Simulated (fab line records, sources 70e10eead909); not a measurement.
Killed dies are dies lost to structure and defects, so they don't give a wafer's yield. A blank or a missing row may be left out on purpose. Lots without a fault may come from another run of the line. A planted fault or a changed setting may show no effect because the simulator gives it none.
fab line records | flow nand_harc
record lots=24 wafers=72 last_day=34
route steps=1302 shown A_SGD_CUT@907 A_SLIT@933 A_WL_FILL@952 A_CONTACT@1000
lots that met no fault: from a run of the same line without faults
start_h: hours from the record's first day to the start of the lot's first wafer shown | wait_h: hours since the lot's step before | " the same as in the row above | L1.1+2: a row that stands for several wafers | - no value, or no start given | * or withheld: withheld | < > ~ a bound
route shown NAME@n: a module of which the file shows steps, and the number in the route of the first | usual: mean/standard deviation of fault-free wafers | same: alike in all rows | chamber/n: place in a boat | sites: the reading at each site | _std_site: their standard deviation | _edge_site: outer sites' mean less inner sites' | radius_mm: how far each site lies from the wafer's centre | mask NAME#n: copy n | behind: the tool/chamber that last shaped the wafer | hold: why the lot was held/for how many hours/how that ended | device: the transistor (n, p or np) that didn't switch | end of line: the same wafers' tests at the end of the route | a step without rows: its recipe alone | killed: dies lost to structure and defects at the first sort, not the wafer's yield | map: a wafer's dies, x killed, . not, _ none there
set.NAME: the setting as run; set.NAME@STEP: as run at that earlier step | model.NAME: the simulator's own value behind a step, which no gauge read
steps of the route over a sample of lots; a table a step, a row a wafer
services: from which hour (start_h, from the record's first day; less than 0 if before it) a tool's chamber was out of use, for how many hours, and why
## steps
# step NHARC_A_SGD_CUT_ETCH_15
# recipe target_depth_a=750 time_s=64.3 ch3f_flow_sccm=50 o2_flow_sccm=30 ar_flow_sccm=200 rf_w=500 bias_w=100 chemistry=CH3F/O2
# usual drypump_motor_current_A=5.8/0.45 oes_product_au=0.958/0.017 rf_vpp_V=263.7/1.6 showerhead_plenum_p_Torr=2.45/0.097 throttle_valve_pct=20.663/0.009
# columns lot.wafer tool chamber start_h wait_h drypump_motor_current_A oes_product_au rf_hours_counter_h rf_vpp_V showerhead_plenum_p_Torr throttle_valve_pct
L074.2 rie_diel-06 0 - - 6.2 0.971 7.4 265.5 2.55 20.658
L074.3 " 1 " " 5.8 0.986 7.0 264.0 2.55 20.670
L074.4 " 2 " " 6.2 0.954 6.2 262.0 2.31 20.655
L075.2 rie_diel-04 0 - - 4.9 0.964 3.9 263.9 2.53 20.659
L075.1 " 1 " " 5.7 0.951 3.9 264.1 2.53 20.666
L075.5 " 1 " " 5.7 0.956 - 266.1 2.53 20.667
L076.3 rie_diel-04 3 - - 6.5 0.967 4.9 261.8 2.36 20.673
L076.2 " 0 " " 4.9 0.972 4.6 264.3 2.53 20.666
L076.5 " 2 " " 5.5 0.981 - 263.1 2.43 20.665
L077.3 rie_diel-06 2 - - 6.1 0.957 8.8 262.4 2.31 20.669
L077.4 " 3 " " 5.3 0.961 - 263.2 2.44 20.661
L077.5 " 2 " " 6.2 0.956 - 261.0 2.31 20.666
L079.2 rie_diel-04 1 - - 5.7 0.925 6.3 265.0 2.53 20.665
L079.1 " 2 " " 5.5 0.932 6.7 264.7 2.43 20.645
L079.4 " 0 " " 4.9 0.931 6.8 264.8 2.53 20.661
L078.4 rie_diel-04 0 - - 4.9 0.960 7.1 264.5 2.53 20.664
L078.5 " 1 " " 5.7 0.964 - 266.1 2.53 20.666
L078.6 " 2 " " 5.5 0.980 - 264.7 2.43 20.668
L081.1 rie_diel-06 1 - - 5.9 0.968 1.3 264.8 2.55 20.652
L081.2 " 3 " " 5.3 0.971 1.8 261.8 2.44 20.643
L081.5 " 1 " " 5.8 0.971 - 266.0 2.55 20.656
L080.4 rie_diel-07 2 - - 5.6 0.977 2.7 261.7 2.37 20.668
L080.3 " 3 " " 6.5 0.949 1.7 264.8 2.62 20.662
L080.6 " 1 " " 5.3 0.974 - 263.1 2.36 20.659
L083.2 rie_diel-07 0 - - 6.0 0.967 3.7 263.1 2.36 20.662
L083.3 " 3 " " 6.5 0.977 2.2 266.5 2.62 20.647
L083.6 " 1 " " 5.3 0.968 - 261.7 2.36 20.657
L082.2 rie_diel-04 3 - - 6.5 0.974 8.6 262.3 2.36 20.671
L082.3 " 0 " " 4.9 0.964 8.3 265.2 2.53 20.658
L082.4 " 2 " " 5.5 0.980 8.2 262.8 2.43 20.668
L084.1 rie_diel-07 1 - - 5.3 0.986 5.7 261.7 2.36 20.671
L084.3 " 3 " " 6.4 0.949 4.1 265.6 2.62 20.671
L084.6 " 1 " " 5.4 0.963 - 262.5 2.36 20.653
L085.3 rie_diel-07 0 - - 6.0 0.927 6.6 263.2 2.36 20.669
L085.1 " 2 " " 5.6 0.913 6.9 261.8 2.37 20.658
L085.6 " 0 " " 6.0 0.926 - 263.9 2.36 20.664
L086.5 rie_diel-06 0 - - 6.1 0.952 - 264.8 2.54 20.672
L086.6 " 1 " " 5.9 0.955 - 264.4 2.55 20.670
L086.4 " 3 " " 5.3 0.975 - 261.9 2.44 20.645
L087.4 rie_diel-07 2 - - 5.6 0.946 8.1 263.7 2.37 20.654
L087.3 " 3 " " 6.4 0.962 6.1 265.7 2.62 20.647
L087.2 " 0 " " 6.0 0.975 7.4 262.2 2.36 20.668
L088.3 rie_diel-07 2 - - 5.6 0.960 9.5 263.6 2.37 20.664
L088.2 " 3 " " 6.5 0.958 8.2 265.7 2.61 20.649
L088.5 " 0 " " 6.0 0.954 - 262.8 2.36 20.664
L089.4 rie_diel-06 2 - - 6.1 0.935 3.9 259.3 2.31 20.666
L089.2 " 3 " " 5.3 0.957 5.5 262.3 2.44 20.666
L089.5 " 1 " " 5.9 0.926 - 265.9 2.55 20.664
L091.3 rie_diel-06 2 - - 6.2 0.942 4.6 261.3 2.31 20.657
L091.1 " 3 " " 5.3 0.971 6.4 263.0 2.43 20.646
L091.5 " 1 " " 5.8 0.964 - 266.1 2.55 20.676
L090.1 rie_diel-07 0 - - 6.0 0.960 10.9 262.4 2.36 20.665
L090.5 " 0 " " 6.0 0.958 - 261.1 2.36 20.673
L090.4 " 3 " " 6.4 0.957 - 265.8 2.61 20.684
L092.3 rie_diel-04 0 - - 4.9 0.950 6.3 264.6 2.53 20.664
L092.1 " 1 " " 5.7 0.949 6.0 266.4 2.53 20.662
L092.5 " 1 " " 5.7 0.943 - 264.4 2.53 20.656
L093.4 rie_diel-06 0 - - 6.2 0.978 7.6 265.4 2.54 20.655
L093.3 " 2 " " 6.1 0.948 6.0 260.5 2.31 20.660
L093.5 " 0 " " 6.2 0.974 - 263.6 2.54 20.672
L096.1 rie_diel-06 2 - - 6.2 0.916 6.5 260.9 2.31 20.672
L096.3 " 3 " " 5.3 0.946 8.1 263.1 2.43 20.665
L096.6 " 3 " " 5.3 0.941 - 263.2 2.43 20.659
L094.3 rie_diel-07 2 - - 5.6 0.948 13.9 261.8 2.37 20.657
L094.4 " 3 " " 6.5 0.967 12.9 265.1 2.61 20.667
L094.2 " 1 " " 5.3 0.979 14.0 262.2 2.35 20.671
L095.4 rie_diel-04 3 - - 6.5 0.965 7.9 263.1 2.35 20.641
L095.6 " 0 " " 5.0 0.975 - 265.5 2.53 20.657
L095.5 " 1 " " 5.7 0.962 - 264.5 2.53 20.683
L097.3 rie_diel-07 2 - - 5.6 0.977 0.9 262.2 2.37 20.668
L097.4 " 1 " " 5.3 0.983 1.1 263.1 2.35 20.675
L097.5 " 3 " " 6.5 0.972 - 263.8 2.61 20.652
# step NHARC_A_SGD_CUT_INSPECT_25
# usual raw_defect_count=394/98
# columns lot.wafer tool chamber start_h wait_h raw_defect_count
L074.2 defect_inspect-01 - 452.74 - 332
L074.3 " - " " 329
L074.4 " - " " 350
L075.1 defect_inspect-02 - 452.74 - 302
L075.2 " - " " 387
L075.5 " - " " 389
L076.2 defect_inspect-01 - 464.53 - 442
L076.3 " - " " 490
L076.5 " - " " 376
L077.3 defect_inspect-02 - 485.86 - 252
L077.4 " - " " 268
L077.5 " - " " 297
L079.1 defect_inspect-01 - 497.14 - 384
L079.2 " - " " 305
L079.4 " - " " 550
L078.4 defect_inspect-02 - 512.26 - 369
L078.5 " - " " 456
L078.6 " - " " 352
L081.1 defect_inspect-01 - 519.36 - 458
L081.2 " - " " 651
L081.5 " - " " 445
L080.3 defect_inspect-01 - 522.50 - 345
L080.4 " - " " 307
L080.6 " - " " 285
L082.2 defect_inspect-02 - 529.85 - 453
L082.3 " - " " 529
L082.4 " - " " 369
L083.2 defect_inspect-01 - 530.00 - 457
L083.3 " - " " 693
L083.6 " - " " 466
L084.1 defect_inspect-01 - 544.33 - 371
L084.3 " - " " 315
L084.6 " - " " 364
L085.1 defect_inspect-01 - 559.84 - 498
L085.3 " - " " 399
L085.6 " - " " 459
L086.4 defect_inspect-02 - 567.35 - 336
L086.5 " - " " 326
L086.6 " - " " 327
L087.2 defect_inspect-01 - 567.36 - 356
L087.3 " - " " 345
L087.4 " - " " 416
L088.2 defect_inspect-01 - 601.73 - 394
L088.3 " - " " 334
L088.5 " - " " 523
L089.2 defect_inspect-01 - 601.89 - 613
L089.4 " - " " 427
L089.5 " - " " 430
L091.1 defect_inspect-01 - 611.69 - 373
L091.3 " - " " 348
L091.5 " - " " 403
L090.1 defect_inspect-02 - 611.73 - 262
L090.4 " - " " 251
L090.5 " - " " 412
L092.1 defect_inspect-02 - 626.96 - 308
L092.3 " - " " 323
L092.5 " - " " 402
L093.3 defect_inspect-02 - 637.54 - 363
L093.4 " - " " 491
L093.5 " - " " 483
L096.1 defect_inspect-01 - 647.90 - 355
L096.3 " - " " 468
L096.6 " - " " 335
L094.2 defect_inspect-02 - 647.91 - 365
L094.3 " - " " 428
L094.4 " - " " 311
L095.4 defect_inspect-02 - 650.90 - 279
L095.5 " - " " 402
L095.6 " - " " 321
L097.3 defect_inspect-02 - 676.61 - 387
L097.4 " - " " 373
L097.5 " - " " 424
# step NHARC_A_SLIT_CD_MEAS_09
# recipe target_cd_nm=300 landing_energy_ev=500
# usual cd_nm=299.9/0.52
# columns lot.wafer tool chamber start_h wait_h cd_nm
L074.2 cd_sem-01 0 457.45 - 299.7
L074.3 " 0 " " 300.2
L074.4 " 0 " " 300.7
L075.1 cd_sem-01 0 458.04 - 299.8
L075.2 " 0 " " 300.5
L075.5 " 0 " " 300.1
L076.2 cd_sem-02 0 469.25 - 299.2
L076.3 " 0 " " 300.3
L076.5 " 0 " " 299.6
L077.3 cd_sem-02 0 490.74 - 299.9
L077.4 " 0 " " 300.1
L077.5 " 0 " " 300.3
L079.1 cd_sem-01 0 502.87 - 299.3
L079.2 " 0 " " 299.4
L079.4 " 0 " " 298.8
L078.4 cd_sem-03 0 517.28 - 298.7
L078.5 " 0 " " 300.6
L078.6 " 0 " " 300.2
L081.1 cd_sem-01 0 524.21 - 301.1
L081.2 " 0 " " 300.1
L081.5 " 0 " " 301.2
L080.3 cd_sem-03 0 528.17 - 299.7
L080.4 " 0 " " 300.1
L080.6 " 0 " " 299.5
L082.2 cd_sem-02 0 535.83 - 300.2
L082.3 " 0 " " 300.0
L082.4 " 0 " " 300.3
L083.2 cd_sem-03 0 536.03 - 299.5
L083.3 " 0 " " 300.3
L083.6 " 0 " " 299.6
L084.1 cd_sem-02 0 549.09 - 299.7
L084.3 " 0 " " 299.8
L084.6 " 0 " " 299.3
L085.1 cd_sem-02 0 565.21 - 300.6
L085.3 " 0 " " 300.1
L085.6 " 0 " " 300.2
L087.2 cd_sem-03 0 572.06 - 300.5
L087.3 " 0 " " 300.2
L087.4 " 0 " " 300.0
L086.4 cd_sem-02 0 572.36 - 299.9
L086.5 " 0 " " 300.2
L086.6 " 0 " " 299.8
L088.2 cd_sem-01 0 606.52 - 300.0
L088.3 " 0 " " 299.7
L088.5 " 0 " " 299.3
L089.2 cd_sem-03 0 608.27 - 300.2
L089.4 " 0 " " 300.1
L089.5 " 0 " " 299.8
L091.1 cd_sem-01 0 620.08 - 299.4
L091.3 " 0 " " 299.5
L091.5 " 0 " " 299.3
L090.1 cd_sem-01 0 621.68 - 301.0
L090.4 " 0 " " 300.2
L090.5 " 0 " " 300.1
L092.1 cd_sem-03 0 631.83 - 298.8
L092.3 " 0 " " 299.2
L092.5 " 0 " " 299.3
L093.3 cd_sem-03 0 642.51 - 301.1
L093.4 " 0 " " 300.2
L093.5 " 0 " " 299.6
L096.1 cd_sem-02 0 652.76 - 300.1
L096.3 " 0 " " 300.9
L096.6 " 0 " " 300.5
L094.2 cd_sem-03 0 652.92 - 299.9
L094.3 " 0 " " 299.9
L094.4 " 0 " " 299.7
L095.4 cd_sem-02 0 657.60 - 299.9
L095.5 " 0 " " 300.1
L095.6 " 0 " " 299.3
L097.3 cd_sem-03 0 681.57 - 299.4
L097.4 " 0 " " 300.1
L097.5 " 0 " " 299.7
# step NHARC_A_WL_FILL_ALD_00
# recipe target_thk_a=30 pulse_time_s=3 ald_cycles=30 temp_c=300 material=Al2O3
# usual heater_power_w=476/53 precursor_pulse_height_rel=1.001/0.02
# columns lot.wafer tool chamber start_h wait_h heater_power_w precursor_pulse_height_rel
L075.2 ald_hk-04 2 470.76 0.1 547 0.973
L075.1 " 0 " " 525 0.996
L075.5 " 3 " " 420 1.005
L074.4 ald_hk-04 1 470.92 0.2 516 0.980
L074.3 " 3 " " 423 0.963
L074.2 " 0 " " 540 0.982
L076.3 ald_hk-02 2 483.79 1.4 511 1.024
L076.2 " 0 " " 463 1.038
L076.5 " 2 " " 517 0.998
L077.3 ald_hk-01 3 509.28 0.1 473 0.957
L077.4 " 0 " " 447 1.004
L077.5 " 1 " " 567 0.983
L079.4 ald_hk-01 3 516.06 0.1 470 1.032
L079.1 " 0 " " 465 1.017
L079.2 " 1 " " 561 1.032
L078.4 ald_hk-04 3 530.65 0.1 421 1.002
L078.5 " 0 " " 540 0.987
L078.6 " 1 " " 507 0.976
L081.2 ald_hk-01 0 537.28 0.1 460 0.965
L081.1 " 3 " " 486 1.006
L081.5 " 1 " " 555 1.003
L080.3 ald_hk-01 2 549.70 0.4 370 1.019
L080.4 " 1 " " 570 1.016
L080.6 " 3 " " 462 1.008
L082.4 ald_hk-01 1 549.86 0.6 557 1.016
L082.3 " 3 " " 472 0.972
L082.2 " 0 " " 449 1.001
L083.2 ald_hk-01 0 555.20 0.1 457 0.979
L083.3 " 2 " " 378 1.006
L083.6 " 3 " " 476 1.021
L084.3 ald_hk-02 0 562.29 0.1 455 1.023
L084.1 " 1 " " 446 1.033
L084.6 " 1 " " 446 1.017
L085.3 ald_hk-01 0 578.51 0.1 459 0.991
L085.1 " 1 " " 575 1.006
L085.6 " 3 " " 466 1.002
L087.4 ald_hk-01 3 585.30 0.1 478 1.028
L087.3 " 0 " " 453 0.999
L087.2 " 2 " " 377 1.004
L086.4 ald_hk-04 2 587.16 0.1 555 1.005
L086.5 " 2 " " 540 0.998
L086.6 " 3 " " 424 0.995
L088.3 ald_hk-02 0 619.85 0.1 460 1.017
L088.2 " 1 " " 432 0.996
L088.5 " 0 " " 471 1.009
L089.2 ald_hk-02 0 621.31 0.1 450 1.003
L089.4 " 2 " " 521 0.990
L089.5 " 0 " " 466 1.044
L090.1 ald_hk-01 3 634.09 0.1 476 1.018
L090.4 " 0 " " 458 1.000
L090.5 " 3 " " 466 0.968
L091.3 ald_hk-04 0 634.11 0.1 514 0.997
L091.1 " 1 " " 542 0.964
L091.5 " 0 " " 512 1.010
L092.1 ald_hk-02 1 645.03 0.1 431 1.009
L092.3 " 0 " " 477 1.005
L092.5 " 1 " " 421 0.970
L093.4 ald_hk-04 2 655.74 0.1 510 1.010
L093.3 " 0 " " 512 1.021
L093.5 " 2 " " 509 1.001
L096.3 ald_hk-02 1 666.02 0.1 428 0.992
L096.1 " 2 " " 511 1.000
L096.6 " 0 " " 477 0.970
L094.4 ald_hk-01 3 667.76 0.1 484 1.000
L094.3 " 0 " " 453 0.970
L094.2 " 2 " " 377 1.001
L095.4 ald_hk-04 2 671.32 0.1 501 0.964
L095.5 " 1 " " 533 1.008
L095.6 " 2 " " 503 0.974
L097.3 ald_hk-04 3 696.68 0.1 430 1.012
L097.4 " 2 " " 514 0.963
L097.5 " 0 " " 521 1.013
# step NHARC_A_CONTACT_DESCUM_47
# recipe time_s=3 o2_flow_sccm=200 ar_flow_sccm=0 bias_power_w=0 chemistry=O2
# usual drypump_motor_current_A=5.8/0.44 oes_product_au=0.996/0.011 rf_vpp_V=58.0/1 showerhead_plenum_p_Torr=1.92/0.099 throttle_valve_pct=11.312/0.0091
# columns lot.wafer tool chamber start_h wait_h drypump_motor_current_A oes_product_au rf_hours_counter_h rf_vpp_V showerhead_plenum_p_Torr throttle_valve_pct
L075.2 rie_diel-12 1 502.74 0.1 6.5 1.008 10 57.3 1.88 11.307
L075.1 " 3 " " 5.7 1.004 15 57.4 1.96 11.317
L075.5 " 2 " " 5.1 1.016 - 59.5 2.07 11.307
L074.3 rie_diel-05 0 502.79 0.1 6.0 1.021 17 57.4 1.77 11.326
L074.4 " 2 " " 5.8 0.997 17 58.7 1.86 11.308
L074.2 " 3 " " 5.7 0.992 18 58.1 1.95 11.319
L076.3 rie_diel-05 0 508.01 0.1 6.0 1.003 18 57.8 1.77 11.314
L076.2 " 2 " " 5.8 0.999 18 58.8 1.86 11.312
L076.5 " 3 " " 5.7 0.990 - 59.0 1.95 11.322
L077.3 rie_diel-05 3 533.19 0.1 5.8 1.009 22 59.3 1.95 11.291
L077.4 " 1 " " 6.2 0.996 21 59.6 2.00 11.317
L077.5 " 2 " " 5.8 1.001 - 57.3 1.86 11.315
L079.2 rie_diel-05 2 541.29 0.1 5.8 0.991 23 58.1 1.86 11.293
L079.4 " 3 " " 5.7 0.997 23 57.8 1.95 11.318
L079.1 " 0 " " 6.0 1.004 22 59.1 1.77 11.298
L078.4 rie_diel-05 0 554.79 0.1 6.0 1.017 25 57.9 1.77 11.322
L078.6 " 1 " " 6.2 0.987 - 56.9 2.00 11.319
L078.5 " 2 " " 5.8 1.007 - 59.6 1.86 11.314
L081.1 rie_diel-02 0 562.32 0.1 5.8 0.996 55 58.1 2.04 11.319
L081.2 " 3 " " 5.9 0.990 51 57.7 1.83 11.320
L081.5 " 0 " " 5.8 1.000 - 58.3 2.04 11.316
L082.2 rie_diel-05 3 574.15 0.1 5.7 0.998 29 58.8 1.95 11.311
L082.4 " 1 " " 6.2 0.999 27 58.6 2.00 11.304
L082.3 " 2 " " 5.9 1.003 28 57.5 1.86 11.311
L080.4 rie_diel-12 3 576.62 0.1 5.7 0.988 42 58.1 1.96 11.311
L080.3 " 0 " " 4.9 1.000 41 57.0 1.77 11.298
L080.6 " 1 " " 6.5 0.998 - 59.2 1.87 11.304
L083.2 rie_diel-05 0 580.66 0.1 6.0 1.025 30 58.1 1.77 11.292
L083.3 " 1 " " 6.2 0.999 29 58.6 2.00 11.325
L083.6 " 3 " " 5.7 1.003 - 56.8 1.95 11.308
L084.3 rie_diel-02 1 585.88 0.1 5.0 1.005 2 57.3 2.06 11.325
L084.1 " 2 " " 6.6 1.000 2 58.6 1.86 11.308
L084.6 " 0 " " 5.8 1.007 - 58.0 2.04 11.325
L085.3 rie_diel-05 1 602.06 0.1 6.2 0.982 3 60.0 2.00 11.298
L085.1 " 3 " " 5.8 0.988 3 58.5 1.95 11.322
L085.6 " 0 " " 6.0 0.993 - 56.3 1.77 11.324
L086.4 rie_diel-12 0 609.14 0.1 4.9 1.001 56 55.5 1.77 11.307
L086.5 " 3 " " 5.7 0.987 - 58.6 1.95 11.315
L086.6 " 0 " " 4.9 1.007 - 56.2 1.77 11.309
L087.2 rie_diel-05 0 611.15 0.1 6.0 0.989 4 57.0 1.77 11.320
L087.3 " 1 " " 6.2 0.975 4 56.0 2.00 11.309
L087.4 " 2 " " 5.8 0.994 1 57.6 1.86 11.323
L088.2 rie_diel-02 2 643.94 0.1 6.6 1.002 25 57.2 1.85 11.324
L088.3 " 0 " " 5.8 1.012 21 57.4 2.03 11.317
L088.5 " 2 " " 6.6 0.995 - 56.9 1.85 11.298
L089.4 rie_diel-12 1 645.16 0.1 6.5 0.997 0 58.3 1.87 11.300
L089.2 " 3 " " 5.7 1.001 0 58.2 1.95 11.304
L089.5 " 2 " " 5.1 0.998 - 58.4 2.06 11.313
L090.1 rie_diel-02 3 660.39 0.1 5.9 0.985 27 57.7 1.83 11.309
L090.4 " 0 " " 5.8 1.012 25 58.4 2.03 11.310
L090.5 " 2 " " 6.6 1.002 - 59.7 1.85 11.306
L091.1 rie_diel-05 0 660.47 0.1 6.0 0.988 10 56.5 1.77 11.309
L091.3 " 1 " " 6.2 0.986 10 58.8 1.99 11.327
L091.5 " 0 " " 6.0 0.993 - 57.0 1.77 11.305
L092.1 rie_diel-05 3 669.13 0.1 5.7 0.982 13 57.9 1.94 11.319
L092.3 " 1 " " 6.2 0.979 13 57.2 1.99 11.314
L092.5 " 3 " " 5.7 0.990 - 60.4 1.94 11.308
L093.3 rie_diel-05 2 684.17 0.1 5.9 0.989 15 57.6 1.85 11.308
L093.5 " 0 " " 6.0 0.986 - 57.4 1.76 11.316
L093.4 " 1 " " 6.2 0.973 - 61.1 1.99 11.294
L096.1 rie_diel-02 1 692.28 0.1 5.0 0.986 39 57.5 2.04 11.321
L096.3 " 2 " " 6.6 0.997 41 58.1 1.85 11.303
L096.6 " 3 " " 5.9 0.991 - 58.6 1.82 11.307
L094.3 rie_diel-12 3 692.43 0.1 5.8 1.005 14 58.3 1.94 11.304
L094.2 " 2 " " 5.1 1.000 18 58.5 2.05 11.319
L094.4 " 3 " " 5.7 0.990 - 56.7 1.94 11.319
L095.4 rie_diel-02 1 696.67 0.1 5.0 0.987 40 58.5 2.04 11.301
L095.5 " 3 " " 5.9 0.987 - 58.9 1.82 11.317
L095.6 " 0 " " 5.8 0.999 - 59.3 2.03 11.314
L097.4 rie_diel-05 2 727.01 0.1 5.8 0.997 - 57.2 1.85 11.306
L097.3 " 1 " " 6.2 0.981 - 58.7 1.99 11.312
L097.5 " 1 " " 6.2 0.975 - 59.4 1.99 11.326
# step NHARC_A_CONTACT_ETCH_125
# recipe source_w=withheld pressure_mtorr=20 bias_v=3000 time_s=197 target_depth_a=19180 ar_flow_sccm=withheld c4f8_flow_sccm=withheld o2_flow_sccm=withheld chemistry=C4F8/O2/Ar
# columns lot.wafer tool chamber start_h wait_h rf_hours_counter_h
L074.2 har_cap_etch-01 1 516.05 0.2 0
L074.3 " 1 " " -
L074.4 " 0 " " -
L075.2 har_cap_etch-03 0 516.70 0.2 46
L075.1 " 1 " " 46
L075.5 " 1 " " -
L076.2 har_cap_etch-02 0 520.97 0.2 89
L076.3 " 1 " " -
L076.5 " 0 " " -
L077.3 har_cap_etch-02 1 545.76 0.2 -
L077.4 " 0 " " -
L077.5 " 0 " " -
L079.2 har_cap_etch-02 1 557.05 0.2 94
L079.1 " 0 " " 94
L079.4 " 0 " " -
L078.4 har_cap_etch-03 0 570.44 0.2 -
L078.5 " 1 " " -
L078.6 " 0 " " -
L081.2 har_cap_etch-01 0 577.45 0.2 9
L081.1 " 1 " " 9
L081.5 " 1 " " -
L082.2 har_cap_etch-03 1 586.13 0.2 58
L082.3 " 1 " " -
L082.4 " 0 " " -
L080.4 har_cap_etch-02 1 591.79 0.2 -
L080.3 " 0 " " -
L080.6 " 1 " " -
L083.2 har_cap_etch-03 1 593.06 0.2 60
L083.3 " 0 " " -
L083.6 " 1 " " -
L084.1 har_cap_etch-02 1 598.58 0.2 103
L084.3 " 0 " " -
L084.6 " 1 " " -
L085.1 har_cap_etch-03 1 618.36 0.2 64
L085.3 " 0 " " -
L085.6 " 1 " " -
L086.4 har_cap_etch-01 0 626.60 0.2 -
L086.5 " 0 " " -
L086.6 " 1 " " -
L087.2 har_cap_etch-03 0 629.02 0.2 66
L087.4 " 1 " " -
L087.3 " 0 " " -
L088.2 har_cap_etch-02 0 655.86 0.2 113
L088.3 " 1 " " -
L088.5 " 0 " " -
L089.2 har_cap_etch-03 0 658.08 0.2 70
L089.4 " 0 " " -
L089.5 " 0 " " -
L090.1 har_cap_etch-03 0 674.63 0.2 73
L090.4 " 0 " " -
L090.5 " 1 " " -
L091.1 har_cap_etch-01 0 675.96 0.2 30
L091.3 " 0 " " -
L091.5 " 1 " " -
L092.1 har_cap_etch-02 1 681.66 0.2 119
L092.3 " 0 " " -
L092.5 " 1 " " -
L093.4 har_cap_etch-03 1 697.40 0.2 -
L093.3 " 0 " " -
L093.5 " 1 " " -
L096.1 har_cap_etch-02 0 704.91 0.2 125
L096.3 " 1 " " -
L096.6 " 1 " " -
L094.2 har_cap_etch-03 1 705.26 0.2 79
L094.3 " 1 " " -
L094.4 " 0 " " -
L095.4 har_cap_etch-02 0 711.16 0.2 -
L095.5 " 1 " " -
L095.6 " 0 " " -
L097.3 har_cap_etch-02 1 740.46 0.2 -
L097.4 " 0 " " -
L097.5 " 0 " " -
## services
# columns tool chamber start_h hours kind
rie_diel-02 0 424.08 12.3 repair
rie_diel-07 1 426.85 8.7 repair
rie_diel-04 - 433.13 3.6 repair
rie_diel-02 3 434.93 28.6 repair
ald_hk-04 - 437.33 10.0 pm
rie_diel-07 - 471.33 9.0 pm
ald_hk-01 - 475.13 10.0 pm
rie_diel-06 0 477.52 9.9 repair
rie_diel-04 - 481.04 0.2 repair
rie_diel-06 - 484.30 9.0 pm
rie_diel-07 3 505.70 5.4 repair
rie_diel-06 1 508.21 3.5 repair
rie_diel-04 - 531.91 9.0 pm
rie_diel-06 2 546.35 15.5 repair
rie_diel-07 2 581.58 6.3 repair
rie_diel-05 - 583.60 9.0 pm
ald_hk-04 - 615.33 10.0 pm
rie_diel-07 - 648.33 9.0 pm
ald_hk-01 - 653.13 10.0 pm
rie_diel-06 - 661.48 9.0 pm
har_cap_etch-02 - 707.21 0.6 repair
rie_diel-04 - 708.91 9.0 pm
rie_diel-05 0 720.99 14.9 repair
rie_diel-05 3 725.65 6.0 repair
## key
fault none
